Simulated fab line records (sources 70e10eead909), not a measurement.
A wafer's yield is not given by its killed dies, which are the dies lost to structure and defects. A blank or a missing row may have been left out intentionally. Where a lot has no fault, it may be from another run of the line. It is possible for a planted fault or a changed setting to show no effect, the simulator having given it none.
Check for tools in common | flow nand_harc | Sample size 14 lots and 42 wafers

WHAT PROMPTED THE OPENING
On 4 of the 14 lots, a flag is raised at NHARC_A_CHANNEL_HOLE_D1_CD_MEAS_10 on the reading cd_nm. Wafers without a fault read 100.3 nm, standard deviation 0.6.
Rule: a lot gets a flag if all its wafers with a number sit over 4 standard deviations from that mean, or if no wafer of it has a number. All remaining lots are regarded as sound.

lot  | measured     | on        | cd_nm (nm), wafer by wafer | flag
L606 | day 8 12:06  | cd_sem-03 | 99.1 100.9 100.4           |
L608 | day 9 11:11  | cd_sem-01 | 101.1 99.7 99.4            |
L611 | day 10 17:53 | cd_sem-02 | 78.6 79.0 79.5             | FLAGGED
L613 | day 11 07:42 | cd_sem-03 | 84.7 83.7 83.0             | FLAGGED
L615 | day 11 22:51 | cd_sem-03 | 86.0 85.6 85.9             | FLAGGED
L618 | day 13 10:19 | cd_sem-01 | 85.6 86.1 85.7             | FLAGGED
L620 | day 14 14:54 | cd_sem-01 | 99.8 99.6 99.8             |
L622 | day 15 10:29 | cd_sem-01 | 99.7 100.0 99.9            |
L623 | day 16 01:17 | cd_sem-03 | 100.3 100.7 101.4          |
L624 | day 16 02:26 | cd_sem-02 | 100.6 101.2 100.0          |
L625 | day 16 09:48 | cd_sem-03 | 100.7 100.1 100.5          |
L627 | day 17 02:05 | cd_sem-03 | 100.4 101.2 100.3          |
L628 | day 17 16:05 | cd_sem-02 | 101.4 100.7 101.3          |
L629 | day 17 22:29 | cd_sem-03 | 100.1 100.7 99.5           |
On average the flagged lots' numbers are 83.6 nm, which is -16.7 nm against the usual, or -28 standard deviations.

TOOL THAT RAN EACH LOT
The record holds 2 process steps before the reading, out of a route of 1302 steps. In each cell: the tool, then ch and the chambers that the sampled wafers went through, then the start.
lot  | flag    | NHARC_A_CHANNEL_HOLE_D1_DEP_01  | NHARC_A_CHANNEL_HOLE_D1_EXPOSE_07
L606 |         | pecvd-04 ch 0,2, day 8 11:25    | arfi_scanner-03 ch 0, day 8 11:58
L608 |         | pecvd-03 ch 0,1,2, day 9 10:26  | arfi_scanner-03 ch 0, day 9 11:03
L611 | FLAGGED | pecvd-04 ch 0,1,2, day 10 17:10 | arfi_scanner-03 ch 0, day 10 17:45
L613 | FLAGGED | pecvd-03 ch 0,2, day 11 07:05   | arfi_scanner-03 ch 0, day 11 07:34
L615 | FLAGGED | pecvd-04 ch 0,1,2, day 11 22:17 | arfi_scanner-03 ch 0, day 11 22:43
L618 | FLAGGED | pecvd-01 ch 1,2, day 13 09:35   | arfi_scanner-03 ch 0, day 13 10:10
L620 |         | pecvd-03 ch 1,2, day 14 14:12   | arfi_scanner-02 ch 0, day 14 14:46
L622 |         | pecvd-04 ch 0,1,2, day 15 09:46 | arfi_scanner-02 ch 0, day 15 10:20
L623 |         | pecvd-01 ch 1,2, day 16 00:41   | arfi_scanner-02 ch 0, day 16 01:08
L624 |         | pecvd-01 ch 0,1,2, day 16 01:41 | arfi_scanner-01 ch 0, day 16 02:17
L625 |         | pecvd-01 ch 0,1, day 16 09:14   | arfi_scanner-01 ch 0, day 16 09:40
L627 |         | pecvd-04 ch 0,1, day 17 01:23   | arfi_scanner-02 ch 0, day 17 01:57
L628 |         | pecvd-04 ch 1,2, day 17 15:22   | arfi_scanner-01 ch 0, day 17 15:56
L629 |         | pecvd-01 ch 0,2, day 17 21:46   | arfi_scanner-02 ch 0, day 17 22:22
These steps, and what they do:
- NHARC_A_CHANNEL_HOLE_D1_DEP_01: deposits SiON, target thk 140 nm.
- NHARC_A_CHANNEL_HOLE_D1_EXPOSE_07: exposes mask HOLE D1, target cd 100 nm.
- NHARC_A_CHANNEL_HOLE_D1_CD_MEAS_10: target cd 100 nm.

FLAGGED OVER TOTAL, TOOL BY TOOL (the gauges that took the reading come last)
step                               | tool            | lots run | flagged | share of the flagged lots | sound lots run after its first flagged lot
NHARC_A_CHANNEL_HOLE_D1_DEP_01     | pecvd-01        | 5        | 1       | some                      | 4 (L623,L624,L625,L629)
NHARC_A_CHANNEL_HOLE_D1_DEP_01     | pecvd-03        | 3        | 1       | some                      | 1 (L620)
NHARC_A_CHANNEL_HOLE_D1_DEP_01     | pecvd-04        | 6        | 2       | some                      | 3 (L622,L627,L628)
NHARC_A_CHANNEL_HOLE_D1_EXPOSE_07  | arfi_scanner-01 | 3        | 0       | none                      | -
NHARC_A_CHANNEL_HOLE_D1_EXPOSE_07  | arfi_scanner-02 | 5        | 0       | none                      | -
NHARC_A_CHANNEL_HOLE_D1_EXPOSE_07  | arfi_scanner-03 | 6        | 4       | all                       | 0
NHARC_A_CHANNEL_HOLE_D1_CD_MEAS_10 | cd_sem-01       | 4        | 1       | some                      | 2 (L620,L622)
NHARC_A_CHANNEL_HOLE_D1_CD_MEAS_10 | cd_sem-02       | 3        | 1       | some                      | 2 (L624,L628)
NHARC_A_CHANNEL_HOLE_D1_CD_MEAS_10 | cd_sem-03       | 7        | 2       | some                      | 4 (L623,L625,L627,L629)

WHAT IS ALLOWED BY THE TABLE
1 row of the table ran every flagged lot: arfi_scanner-03 at NHARC_A_CHANNEL_HOLE_D1_EXPOSE_07.
- arfi_scanner-03 at NHARC_A_CHANNEL_HOLE_D1_EXPOSE_07: 4 of its 6 lots flagged. Last sound lot L608 at day 9 11:03, first flagged lot L611 at day 10 17:45; a fault beginning in between fits. Its own readings lie more than 4 standard deviations out on every wafer of the flagged lots: exposure_dose_mJ_cm2.
Left over: one tool, arfi_scanner-03 at NHARC_A_CHANNEL_HOLE_D1_EXPOSE_07.

WHAT THE SIMULATOR HAD PUT IN
Process parameters drifting: arfi_scanner-03 at NHARC_A_CHANNEL_HOLE_D1_EXPOSE_07, beginning at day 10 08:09. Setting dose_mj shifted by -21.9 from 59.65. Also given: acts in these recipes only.
Lots struck among those shown: L611, L613, L615, L618. This agrees with what the rule above found.
